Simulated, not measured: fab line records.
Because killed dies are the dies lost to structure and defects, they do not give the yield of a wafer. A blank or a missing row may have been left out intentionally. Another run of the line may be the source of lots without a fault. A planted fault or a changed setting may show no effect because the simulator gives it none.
fab line records    flow n5-finfet
[record] lots = 9  wafers = 24  last-day = 17
route steps=1938 shown FIN_CUT@168 STI_FIN_REVEAL@187 BEOL_M4@1111 PASSIVATION@1936
lots that met no fault: taken from a fault-free run of the same line
start-h: hours from the record's first day to the start of the lot's first wafer shown    wait-h: time in hours since the lot's previous step    " unchanged from the row above    L1.1+2: a single row standing in for several wafers    - value missing, or start not given    * or withheld: withheld    < > ~ a bound
route shown NAME@n: names a module that has steps shown in the file, with the first one's number in the route    usual: average and standard deviation across the fault-free wafers    same: alike in all rows    chamber/n: place in a boat    sites: each site's reading    _std_site: their standard deviation    _edge_site: outer sites' mean less inner sites'    radius-mm: how far each site lies from the wafer's centre    mask NAME#n: copy n    behind: the tool/chamber that last shaped the wafer    hold: why the lot was held/for how many hours/how that ended    device: names the non-switching transistor (n, p or np)    end of line: the tests these same wafers got at the end of their route    a step given without rows: its recipe and nothing more    killed: at the first sort, the dies lost to defects and structure; wafer yield is something else    map: shows each die of a wafer: x if killed, . if not, _ if none is there
set.NAME: the setting as run; set.NAME@STEP: as run at that earlier step    model.NAME: the simulator's own value behind a step, which no gauge read
steps of the route over a sample of lots; a table a step, a row a wafer
services: from which hour (start-h, from the record's first day; less than 0 if before it) a tool's chamber was out of use, for how many hours, and why
[[steps]]
[step N5_FIN_CUT_ETCH_20]
[recipe] chemistry = CF4  target = SiARC  target-depth-a = 260  mask-material = CAR-EUV  time-s = 43.3  ion-energy-ev = 80  pressure-mtorr = 40  source-w = 545  bias-w = 36  Ar_flow_sccm = 100  cf4-flow-sccm = 100  ends = cleared
[usual] bias-w = 35.98/0.12  drypump-motor-current-A = 5.68/0.28  etch-rf-on-time-s = 42.8/1.1  oes-product-au = 0.70/0.057  rf-vpp-V = 184.4/1.1  showerhead-plenum-p-Torr = 2.17/0.065  throttle-valve-pct = 15.61/0.22
lot.wafer  tool         chamber  start-h  wait-h  bias-w  drypump-motor-current-A  etch-rf-on-time-s  oes-product-au  rf-hours-counter-h  rf-vpp-V  showerhead-plenum-p-Torr  throttle-valve-pct
L243.2     rie-diel-04  2        45.22    0.0     35.92   6.04                     42.6               0.63            179                 182.5     2.05                      15.71
L243.3     "            0        "        "       35.75   5.74                     42.9               0.73            61                  184.4     2.17                      15.53
L243.5     "            0        "        "       35.80   5.72                     42.7               0.72            -                   186.1     2.17                      15.54
L244.1     rie-diel-04  3        51.52    0.0     35.93   5.06                     43.6               0.71            84                  184.5     2.16                      15.24
L244.2     "            0        "        "       36.06   5.72                     42.7               0.72            64                  184.0     2.17                      15.55
L244.6     "            0        "        "       36.01   5.71                     42.2               0.73            -                   185.3     2.17                      15.53
L246.2     rie-diel-03  1        63.95    0.0     35.83   5.36                     43.7               0.72            69                  184.6     2.17                      15.34
L246.3     "            0        "        "       35.99   5.71                     42.8               0.81            9                   185.3     2.27                      15.64
L246.5     "            0        "        "       35.94   5.72                     43.3               0.80            -                   185.0     2.27                      15.65
L248.1     rie-diel-01  1        75.88    0.0     35.89   5.92                     42.7               0.65            161                 182.4     2.06                      15.75
L248.2     "            0        "        "       35.89   5.72                     46.1               0.76            20                  186.5     2.20                      15.32
L248.3     "            2        "        "       35.94   6.35                     41.6               0.67            145                 186.5     2.24                      15.61
L253.2     rie-diel-03  1        105.79   0.0     35.95   5.35                     43.2               0.70            83                  185.3     2.17                      15.38
L253.3     "            3        "        "       36.02   5.85                     42.3               0.62            191                 184.7     2.15                      15.86
L254.1     rie-diel-03  3        111.41   0.0     36.08   5.90                     42.9               0.62            193                 184.5     2.15                      15.85
L254.3     "            2        "        "       35.85   5.64                     42.6               0.68            125                 184.4     2.24                      15.90
L254.4     "            0        "        "       35.83   5.72                     42.8               0.78            23                  185.6     2.26                      15.66
L258.1     rie-diel-04  2        136.38   0.0     36.15   6.06                     42.6               0.61            205                 182.7     2.04                      15.77
L258.4     "            0        "        "       36.13   5.73                     42.7               0.70            93                  184.2     2.16                      15.59
L259.2     rie-diel-01  3        143.37   0.0     36.12   5.70                     43.9               0.67            129                 183.2     2.07                      15.77
L259.6     "            0        "        "       35.90   5.77                     45.8               0.72            -                   184.3     2.19                      15.36
L261.1     rie-diel-03  3        153.38   0.0     35.76   5.82                     42.2               0.62            207                 184.2     2.14                      15.88
L261.3     "            2        "        "       35.89   5.67                     42.0               0.67            139                 183.9     2.24                      15.91
L261.5     "            1        "        "       35.99   5.37                     43.7               0.69            -                   184.4     2.16                      15.42
[step N5_STI_FIN_REVEAL_CMP_04]
[recipe] stop-on = Si3N4  t-overpolish-s = 4  down-force-psi = 2  platen-rpm = 54.18  post-cmp-clean = alkaline-brush  pad-velocity-m-s = 1.078  target-thk-nm = 131.83
[usual] motor-current-A = 8.1/0.85  overpolish-run-s = 4.000/0.009  slurry-filter-dp-kPa = 13.49/0.15  time-to-endpoint-s = 107/6.4
lot.wafer  tool    chamber  start-h  wait-h  motor-current-A  overpolish-run-s  slurry-filter-dp-kPa  time-to-endpoint-s
L243.3     cmp-04  2        51.32    0.1     7.6              4.005             13.36                 105
L243.2     "       3        "        "       7.5              4.006             13.35                 109
L243.5     "       1        "        "       8.3              4.007             13.58                 104
L244.2     cmp-01  3        57.50    0.0     8.4              3.992             13.55                 118
L244.1     "       1        "        "       7.8              3.993             13.47                 118
L244.6     "       3        "        "       8.0              3.999             13.41                 119
L246.2     cmp-04  1        69.93    0.0     8.5              3.985             13.55                 105
L246.3     "       2        "        "       7.6              3.982             13.36                 102
L246.5     "       1        "        "       8.9              4.017             13.75                 103
L248.3     cmp-02  2        81.99    0.1     8.9              3.979             13.49                 101
L248.2     "       3        "        "       6.7              4.005             13.29                 106
L248.1     "       1        "        "       9.1              3.990             13.38                 104
L253.3     cmp-04  2        111.83   0.1     7.6              3.996             13.60                 107
L253.2     "       0        "        "       7.0              4.008             13.36                 121
L254.4     cmp-04  3        117.48   0.1     7.2              4.012             13.43                 112
L254.1     "       0        "        "       6.9              3.991             13.89                 119
L254.3     "       1        "        "       9.0              3.998             13.49                 105
L258.1     cmp-04  1        142.43   0.1     8.4              4.005             13.18                 103
L258.4     "       2        "        "       7.6              4.003             13.40                 99
L259.2     cmp-04  1        149.55   0.0     8.7              3.990             13.43                 99
L259.6     "       2        "        "       8.0              4.003             13.42                 101
L261.1     cmp-04  3        159.54   0.0     7.9              4.008             13.29                 105
L261.3     "       2        "        "       7.8              4.003             13.47                 102
L261.5     "       3        "        "       6.8              4.012             13.27                 102
[step N5_STI_FIN_REVEAL_ETCHBACK_08]
[recipe] chemistry = C4F6/O2  target = SiO2  target-depth-a = 305  time-s = 10.167  ion-energy-ev = 250  pressure-mtorr = 30  source-w = 345  bias-w = 185  Ar_flow_sccm = 300  C4F6_flow_sccm = 10  O2_flow_sccm = 10
[usual] bias-w = 185.0/0.51  drypump-motor-current-A = 5.6/0.58  oes_f_703_au = 0.78/0.068  oes_o_777_au = 0.78/0.07  oes-product-au = 0.77/0.075  rf-vpp-V = 660/15  showerhead-plenum-p-Torr = 2.86/0.085  throttle-valve-pct = 21.07/0.22
lot.wafer  tool         chamber  start-h  wait-h  bias-w  drypump-motor-current-A  oes_f_703_au  oes_o_777_au  oes-product-au  rf-hours-counter-h  rf-vpp-V  showerhead-plenum-p-Torr  throttle-valve-pct
L243.2     rie-diel-05  0        51.90    0.3     185.0   5.5                      0.83          0.84          0.85            64                  667       2.76                      20.90
L243.3     "            1        "        "       184.9   5.4                      0.75          0.76          0.71            191                 641       2.84                      21.14
L243.5     "            2        "        "       183.7   6.5                      0.66          0.67          0.67            -                   663       2.70                      21.22
L244.1     rie-diel-05  3        58.04    0.2     185.8   5.8                      0.67          0.68          0.70            224                 679       2.79                      21.36
L244.2     "            1        "        "       184.4   5.4                      0.74          0.75          0.71            193                 640       2.84                      21.18
L244.6     "            1        "        "       184.7   5.4                      0.75          0.76          0.72            -                   641       2.84                      21.15
L246.2     rie-diel-02  3        70.60    0.2     184.5   6.5                      0.75          0.74          0.73            166                 643       2.83                      21.21
L246.3     "            2        "        "       184.2   4.7                      0.83          0.83          0.81            79                  667       2.98                      20.71
L246.5     "            3        "        "       184.8   6.5                      0.75          0.73          0.73            -                   643       2.83                      21.20
L248.1     rie-diel-02  0        82.64    0.2     184.2   5.5                      0.85          0.84          0.82            93                  656       2.87                      20.97
L248.2     "            1        "        "       185.2   5.3                      0.77          0.77          0.77            148                 679       2.88                      21.17
L248.3     "            2        "        "       185.7   4.7                      0.83          0.83          0.81            83                  669       2.98                      20.72
L253.2     rie-diel-02  0        112.63   0.3     185.1   5.5                      0.84          0.81          0.82            104                 656       2.86                      20.98
L253.3     "            3        "        "       -       6.4                      0.74          0.72          0.71            181                 643       2.82                      21.20
L254.1     rie-diel-06  0        118.00   0.2     185.5   4.9                      0.87          0.91          0.90            29                  680       2.75                      20.77
L254.3     "            1        "        "       183.8   5.6                      0.71          0.71          0.69            218                 637       2.94                      21.63
L254.4     "            2        "        "       184.2   6.4                      0.96          1.00          0.99            5                   685       3.02                      20.88
L258.1     rie-diel-05  2        142.89   0.2     185.0   6.5                      0.87          0.88          0.91            18                  673       3.03                      21.02
L258.4     "            1        "        "       185.6   5.4                      0.72          0.73          0.70            230                 640       2.82                      21.22
L259.2     rie-diel-05  0        150.08   0.2     185.9   5.4                      0.79          0.78          0.80            105                 664       2.74                      20.95
L259.6     "            1        "        "       185.4   5.4                      0.72          0.73          0.68            -                   641       2.82                      21.22
L261.1     rie-diel-06  0        160.12   0.2     185.2   4.8                      0.85          0.88          0.88            42                  681       2.75                      20.79
L261.3     "            2        "        "       184.5   6.4                      0.91          0.96          0.93            18                  684       3.01                      20.88
L261.5     "            0        "        "       185.4   4.8                      0.85          0.88          0.88            -                   680       2.75                      20.79
[step N5_STI_FIN_REVEAL_STRIP_24]
[recipe] chemistry = N2/H2  time-s = 90  power-w = 100  temp-c = 40  pressure-mtorr = 100  rf-frequency-hz = 6e+07  bias-power-w = 3  n2-flow-sccm = 300  h2-flow-sccm = 300
[usual] drypump-motor-current-A = 5.6/0.58  oes-product-au = 0.77/0.073  rf-vpp-V = 45.4/0.81  showerhead-plenum-p-Torr = 3.39/0.094  throttle-valve-pct = 12.15/0.24
lot.wafer  tool         chamber  start-h  wait-h  drypump-motor-current-A  oes-product-au  rf-hours-counter-h  rf-vpp-V  showerhead-plenum-p-Torr  throttle-valve-pct
L243.2     rie-diel-05  0        51.94    0.0     5.4                      0.85            64                  45.2      3.31                      12.08
L243.3     "            1        "        "       5.5                      0.72            191                 45.4      3.34                      12.23
L243.5     "            2        "        "       6.5                      0.68            -                   45.4      3.19                      12.46
L244.1     rie-diel-05  3        58.08    0.0     5.7                      0.70            224                 45.7      3.34                      12.68
L244.2     "            1        "        "       5.4                      0.71            193                 45.7      3.34                      12.26
L244.6     "            1        "        "       5.4                      0.72            -                   46.0      3.34                      12.26
L246.2     rie-diel-02  3        70.63    0.0     6.5                      0.73            166                 46.1      3.38                      12.27
L246.3     "            2        "        "       4.8                      0.83            79                  45.2      3.52                      11.71
L246.5     "            3        "        "       6.5                      0.74            -                   44.7      3.38                      12.29
L248.1     rie-diel-02  0        82.67    0.0     5.5                      0.81            93                  45.6      3.43                      12.07
L248.2     "            1        "        "       5.3                      0.77            148                 45.9      3.38                      12.11
L248.3     "            2        "        "       4.8                      0.82            83                  44.3      3.52                      11.72
L253.2     rie-diel-02  0        112.66   0.0     5.5                      0.81            104                 45.8      3.43                      12.10
L253.3     "            3        "        "       6.5                      0.73            181                 46.5      3.37                      12.32
L254.1     rie-diel-06  0        118.04   0.0     4.8                      0.91            29                  46.2      3.34                      12.12
L254.3     "            1        "        "       5.6                      0.70            218                 47.3      3.44                      12.40
L254.4     "            2        "        "       6.4                      0.98            5                   44.2      3.59                      11.71
L258.1     rie-diel-05  2        142.93   0.0     6.5                      0.91            18                  45.0      3.58                      11.92
L258.4     "            1        "        "       5.5                      0.69            230                 44.4      3.32                      12.33
L259.2     rie-diel-05  0        150.12   0.0     5.5                      0.80            105                 44.5      3.29                      12.17
L259.6     "            1        "        "       5.5                      0.69            -                   45.4      3.32                      12.36
L261.1     rie-diel-06  0        160.16   0.0     4.8                      0.88            42                  45.1      3.33                      12.17
L261.3     "            2        "        "       6.4                      0.95            18                  46.2      3.58                      11.76
L261.5     "            0        "        "       4.8                      0.88            -                   43.6      3.33                      12.15
[step N5_STI_FIN_REVEAL_FIN_H_MEAS_10]
[usual] trench-depth-nm = 51.6/0.85
lot.wafer  tool    chamber  start-h  wait-h  trench-depth-nm
L243.2     ocd-01  -        54.86    0.0     51.7
L243.3     "       -        "        "       51.0
L243.5     "       -        "        "       51.3
L244.1     ocd-02  -        61.12    0.0     51.6
L244.2     "       -        "        "       51.4
L244.6     "       -        "        "       51.8
L246.2     ocd-01  -        73.57    0.0     52.3
L246.3     "       -        "        "       51.9
L246.5     "       -        "        "       52.3
L248.1     ocd-01  -        85.69    0.0     52.3
L248.2     "       -        "        "       51.0
L248.3     "       -        "        "       51.1
L253.2     ocd-01  -        115.60   0.0     51.9
L253.3     "       -        "        "       48.6
L254.1     ocd-02  -        121.08   0.0     52.0
L254.3     "       -        "        "       51.0
L254.4     "       -        "        "       53.1
L258.1     ocd-02  -        145.86   0.0     51.7
L258.4     "       -        "        "       52.7
L259.2     ocd-01  -        153.03   0.0     51.4
L259.6     "       -        "        "       51.0
L261.1     ocd-02  -        163.08   0.0     51.6
L261.3     "       -        "        "       51.8
L261.5     "       -        "        "       52.0
[step N5_BEOL_M4_RC_MEAS_101]
[usual] DIBL_N = 37.1/2.4  DIBL_P = 37/3  IOFF_N = 0.18/0.053  IOFF_P = 0.21/0.05  ION_N = 674/14  ION_P = 459/9.2  SS_N = 72.1/0.9  SS_P = 73.4/0.89  VT_N = 250/3.8  VT_P = -251/3.7
lot.wafer  tool       chamber  start-h  wait-h  DIBL_N[mV/V]  DIBL_P[mV/V]  IOFF_N[nA/um]  IOFF_P[nA/um]  ION_N[uA/um]  ION_P[uA/um]  SS_N[mV/dec]  SS_P[mV/dec]  VT_N[mV]  VT_P[mV]
L244.1     prober-01  0        200.63   0.2     35.0          34            0.13           0.16           664           455           71.5          73.0          253       -251
L244.2     "          0        "        "       34.1          32            0.12           0.14           652           445           71.4          72.2          256       -257
L244.6     "          0        "        "       36.0          35            0.14           0.17           664           453           71.1          72.8          255       -255
L243.2     prober-01  0        205.80   0.2     37.7          39            0.20           0.25           688           467           71.6          73.7          248       -248
L243.3     "          0        "        "       36.7          37            0.19           0.23           681           464           72.0          72.7          245       -248
L243.5     "          0        "        "       37.9          38            0.20           0.23           664           453           73.0          73.8          247       -248
L246.2     prober-01  0        210.38   0.2     37.7          40            0.19           0.22           671           459           72.5          74.4          250       -251
L246.3     "          0        "        "       34.9          36            0.13           0.18           657           450           71.4          73.3          253       -253
L246.5     "          0        "        "       36.0          36            0.16           0.18           679           457           72.1          72.9          250       -254
L248.1     prober-01  0        232.04   0.0     33.4          31            0.11           0.15           663           456           70.8          72.4          256       -254
L248.2     "          0        "        "       39.3          38            0.22           0.24           685           465           72.2          73.3          247       -249
L248.3     "          0        "        "       36.0          34            0.14           0.18           661           443           71.0          72.4          254       -253
L253.2     prober-01  0        257.38   0.2     36.5          37            0.16           0.22           682           466           73.1          73.8          251       -248
L253.3     "          0        "        "       39.8          37            0.32           0.26           648           445           75.8          74.9          248       -249
L254.1     prober-02  0        265.37   0.0     35.8          36            0.15           0.19           694           467           71.0          72.6          250       -253
L254.3     "          0        "        "       39.2          40            0.21           0.25           679           466           72.0          74.1          246       -250
L254.4     "          0        "        "       39.0          41            0.21           0.27           712           484           72.4          74.0          243       -248
L258.1     prober-01  0        280.56   0.0     40.9          42            0.28           0.33           695           474           72.6          74.0          242       -243
L258.4     "          0        "        "       36.4          37            0.15           0.21           671           462           72.2          72.9          250       -249
L259.2     prober-02  0        285.46   0.2     42.6          45            0.30           0.31           698           471           73.4          75.3          245       -246
L259.6     "          0        "        "       43.0          45            0.30           0.32           693           462           73.8          75.1          244       -247
L261.1     prober-02  0        309.30   0.0     32.5          33            0.12           0.14           665           453           71.2          72.1          252       -255
L261.3     "          0        "        "       36.1          37            0.17           0.18           690           459           71.7          72.8          249       -255
L261.5     "          0        "        "       37.3          39            0.21           0.22           697           464           72.5          74.6          244       -252
[step N5_PASSIVATION_PROBE_49]
[usual] defect-limited-yield = 91.6/1.4  killed_at_M0_to_M3 = 32/9.5  killed_at_M4_up = 13/6  killed-at-contacts = 12/5.6  killed-at-front-end = 39/11  killed-at-other = 2.8/2.3  killed-dies = 99/16  killed-open = 65/12  killed-short = 32/7.6  sort_bin_4_leakage = 0.1/0.88  sort_bin_5_function = 4.8/0.88  sort_bin_6_memory = 3.2/0.65  sort_bin_8_speed = 0.2/2  sort-n-pass = 1077/29  sort-yield-pct = 91.2/2.5
[same] gross-dies = 1180  killed-at-back-side = 0
lot.wafer  tool       chamber  start-h  wait-h  defect-limited-yield[%]  killed_at_M0_to_M3  killed_at_M4_up  killed-at-contacts  killed-at-front-end  killed-at-other  killed-dies  killed-open  killed-short  sort_bin_4_leakage[%]  sort_bin_5_function[%]  sort_bin_6_memory[%]  sort_bin_8_speed[%]  sort-n-pass  sort-yield-pct[%]
L244.1     prober-02  -        311.71   0.0     93.0                     28                  9                19                  22                   5                83           55           27            0                      4.2                     2.7                   0                    1097         93.0
L244.2     prober-02  -        311.76   0.1     91.5                     34                  10               12                  43                   1                100          70           29            0                      5.5                     2.8                   0                    1080         91.5
L244.6     prober-02  -        311.96   0.3     90.2                     21                  19               18                  54                   4                116          76           40            0                      6.2                     3.0                   0                    1064         90.2
L246.2     prober-02  -        322.64   0.1     91.2                     53                  11               11                  29                   0                104          63           41            0                      4.9                     3.6                   0                    1076         91.2
L246.3     prober-02  -        322.69   0.1     91.2                     34                  11               7                   50                   2                104          70           32            0                      4.7                     4.0                   0                    1076         91.2
L246.5     prober-02  -        322.79   0.2     91.9                     33                  8                12                  40                   3                96           66           30            0                      4.7                     3.1                   0                    1084         91.9
L248.1     prober-02  -        333.58   0.0     87.7                     36                  12               25                  70                   2                145          84           60            0                      7.8                     3.8                   0                    1035         87.7
L248.2     prober-02  -        333.63   0.1     90.2                     32                  19               25                  35                   5                116          78           38            0                      5.9                     3.7                   0                    1064         90.2
L248.3     prober-02  -        333.68   0.1     92.9                     25                  7                16                  30                   6                84           52           29            0                      4.0                     3.0                   0                    1096         92.9
L253.2     prober-02  -        359.65   0.1     91.6                     24                  17               7                   45                   6                99           58           38            0                      4.5                     3.6                   0                    1081         91.6
L253.3     prober-02  -        359.70   0.1     89.9                     36                  22               8                   46                   7                119          72           44            1.0                    6.4                     3.3                   0.3                  1046         88.6
L254.1     prober-01  -        375.42   0.6     90.9                     23                  12               23                  47                   2                107          75           30            0                      5.2                     3.7                   0                    1073         90.9
L254.3     prober-01  -        375.52   0.7     91.1                     32                  7                7                   54                   5                105          59           39            0                      4.4                     4.2                   0                    1075         91.1
L254.4     prober-01  -        375.57   0.7     91.6                     44                  6                16                  29                   4                99           63           34            0                      5.0                     3.1                   0                    1081         91.6
// killed by level:class
L244.1 MOL_CONTACT_COAG:geometric-particle:open=12 MOL_CONTACT_COAG:geometric-particle:short=7 BEOL_M0_SAQP:geometric-particle:short=7 STI_FIN_REVEAL:geometric-particle:open=5 DUMMY_GATE:geometric-particle:open=5 BEOL_M1:geometric-particle:open=5 BEOL_M2:geometric-particle:open=5 BEOL_M3:geometric-particle:open=5
L244.2 MOL_CONTACT_COAG:geometric-particle:open=11 BEOL_M2:geometric-particle:open=9 FIN_SAQP:geometric-particle:open=8 STI_FIN_REVEAL:geometric-particle:open=8 BEOL_M0_SAQP:geometric-particle:short=7 DUMMY_GATE:geometric-particle:open=7 BEOL_M0:geometric-particle:open=5 BEOL_M4:geometric-particle:open=5
L244.6 FIN_SAQP:geometric-particle:open=20 MOL_CONTACT_COAG:geometric-particle:open=12 FIN_SAQP:geometric-particle:short=8 GATE_CUT:geometric-particle:short=7 MOL_CONTACT_COAG:geometric-particle:short=6 BEOL_M7:geometric-particle:open=6 BEOL_M0_SAQP:geometric-particle:short=5 BEOL_M1:geometric-particle:open=4
L246.2 BEOL_M1:geometric-particle:open=13 BEOL_M2:geometric-particle:open=12 MOL_CONTACT_COAG:geometric-particle:open=9 BEOL_M0_SAQP:geometric-particle:short=8 BEOL_M3:geometric-particle:short=7 FIN_SAQP:geometric-particle:short=6 ILD0:geometric-particle:short=6 BEOL_M0_SAQP:geometric-particle:open=6
L246.3 STI_FIN_REVEAL:geometric-particle:open=14 FIN_SAQP:geometric-particle:open=10 FIN_SAQP:geometric-particle:short=9 BEOL_M3:geometric-particle:open=8 BEOL_M0_SAQP:geometric-particle:short=7 BEOL_M2:geometric-particle:open=6 BEOL_M1:geometric-particle:open=5 DUMMY_GATE:geometric-particle:open=5
L246.5 STI_FIN_REVEAL:geometric-particle:open=11 BEOL_M3:geometric-particle:open=11 MOL_CONTACT_COAG:geometric-particle:open=9 FIN_SAQP:geometric-particle:open=5 BEOL_M2:geometric-particle:open=5 BEOL_M0_SAQP:geometric-particle:open=4 FIN_SAQP:geometric-particle:short=3 FIN_CUT:geometric-particle:short=3
L248.1 FIN_SAQP:geometric-particle:open=23 FIN_SAQP:geometric-particle:short=13 MOL_CONTACT_COAG:geometric-particle:open=13 MOL_CONTACT_COAG:geometric-particle:short=12 BEOL_M3:geometric-particle:open=9 GATE_CUT:geometric-particle:short=8 BEOL_M0_SAQP:geometric-particle:short=8 BEOL_M4:geometric-particle:open=7
L248.2 MOL_CONTACT_COAG:geometric-particle:open=19 FIN_SAQP:geometric-particle:short=8 BEOL_M3:geometric-particle:open=8 BEOL_M2:geometric-particle:open=7 MOL_CONTACT_COAG:geometric-particle:short=6 BEOL_M0_SAQP:geometric-particle:open=6 DUMMY_GATE:geometric-particle:open=5 BEOL_M4:geometric-particle:open=5
L248.3 MOL_CONTACT_COAG:geometric-particle:open=13 FIN_SAQP:geometric-particle:short=7 FIN_SAQP:geometric-particle:open=6 BEOL_M3:geometric-particle:open=6 STI_FIN_REVEAL:geometric-particle:open=5 BEOL_M0_SAQP:geometric-particle:open=4 MOL_CONTACT_COAG:geometric-particle:short=3 BEOL_M2:geometric-particle:open=3
L253.2 FIN_SAQP:geometric-particle:short=11 FIN_SAQP:geometric-particle:open=7 BEOL_M2:geometric-particle:open=7 STI_FIN_REVEAL:geometric-particle:open=6 MOL_CONTACT_COAG:geometric-particle:open=6 BEOL_M5:geometric-particle:open=6 ILD0:geometric-particle:short=5 BEOL_M0_SAQP:geometric-particle:open=5
L253.3 FIN_SAQP:geometric-particle:short=9 FIN_SAQP:geometric-particle:open=9 STI_FIN_REVEAL:geometric-particle:open=8 BEOL_M4:geometric-particle:open=8 MOL_CONTACT_COAG:geometric-particle:open=6 BEOL_M0_SAQP:geometric-particle:short=6 BEOL_M3:geometric-particle:open=5 DUMMY_GATE:geometric-particle:open=5
L254.1 MOL_CONTACT_COAG:geometric-particle:open=23 FIN_SAQP:geometric-particle:open=15 FIN_SAQP:geometric-particle:short=8 BEOL_M1:geometric-particle:open=7 STI_FIN_REVEAL:geometric-particle:open=6 DUMMY_GATE:geometric-particle:open=5 BEOL_M0_SAQP:geometric-particle:open=5 BEOL_M4:geometric-particle:short=5
L254.3 GATE_CUT:geometric-particle:short=12 BEOL_M0_SAQP:geometric-particle:open=11 FIN_SAQP:geometric-particle:open=9 FIN_SAQP:geometric-particle:short=9 STI_FIN_REVEAL:geometric-particle:open=8 BEOL_M0_SAQP:geometric-particle:short=8 MOL_CONTACT_COAG:geometric-particle:open=6 BEOL_M1:geometric-particle:open=5
L254.4 BEOL_M0_SAQP:geometric-particle:short=15 BEOL_M0_SAQP:geometric-particle:open=12 MOL_CONTACT_COAG:geometric-particle:open=11 FIN_SAQP:geometric-particle:open=8 STI_FIN_REVEAL:geometric-particle:open=6 FIN_SAQP:geometric-particle:short=5 MOL_CONTACT_COAG:geometric-particle:short=5 BEOL_M3:geometric-particle:open=5
[[services]]
tool         chamber  start-h  hours  kind
cmp-01       -        38.73    6.5    repair
rie-diel-06  -        40.82    0.8    repair
rie-diel-01  -        44.12    14.6   pm
rie-diel-05  -        47.18    1.8    repair
cmp-01       -        50.80    0.6    repair
cmp-01       -        51.57    0.8    repair
cmp-02       -        63.44    1.5    repair
rie-diel-04  3        63.58    3.9    repair
cmp-02       -        67.49    0.9    repair
cmp-01       -        74.26    4.0    pm
rie-diel-01  3        74.90    5.1    repair
cmp-04       -        75.42    7.7    pm
rie-diel-05  2        83.03    -      clean
rie-diel-05  2        83.03    -      consumable-replace:focus-ring
rie-diel-05  2        83.03    -      consumable-replace:showerhead
rie-diel-05  2        83.03    13.0   scheduled-down
rie-diel-05  2        83.03    13.0   vent-cycle
rie-diel-06  0        93.20    17.5   repair
cmp-04       -        94.94    7.2    pm
rie-diel-05  2        111.68   4.3    repair
cmp-04       -        127.08   4.0    pm
rie-diel-04  -        146.76   2.8    pm
rie-diel-05  0        153.50   6.6    repair
cmp-02       -        155.76   3.9    repair
[[key]]
[first-sign] step = N5_STI_FIN_REVEAL_FIN_H_MEAS_10  reading = trench-depth-nm  direction = down  sigmas = 3.5  usual = 51.6  struck = 48.6
[effect] step = N5_BEOL_M4_RC_MEAS_101  reading = SS_N  direction = up  sigmas = 4.2  usual = 72.1  struck = 75.8
met-at N5_STI_FIN_REVEAL_ETCHBACK_08
struck-lots L253
struck-wafers L253.3
not-acting-at N5_FIN_CUT_ETCH_20,N5_STI_FIN_REVEAL_CMP_04,N5_STI_FIN_REVEAL_STRIP_24
onset-between 82.64 112.63
[fault] kind = process-parameter-drift  tool = rie-diel-02  chamber = -  onset-h = 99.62  steps = N5_STI_FIN_REVEAL_ETCHBACK_08  channel = time-s  offset = *  shape = step  end-h = 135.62  scope = struck-wafers-only  acts-in = *  stated = *
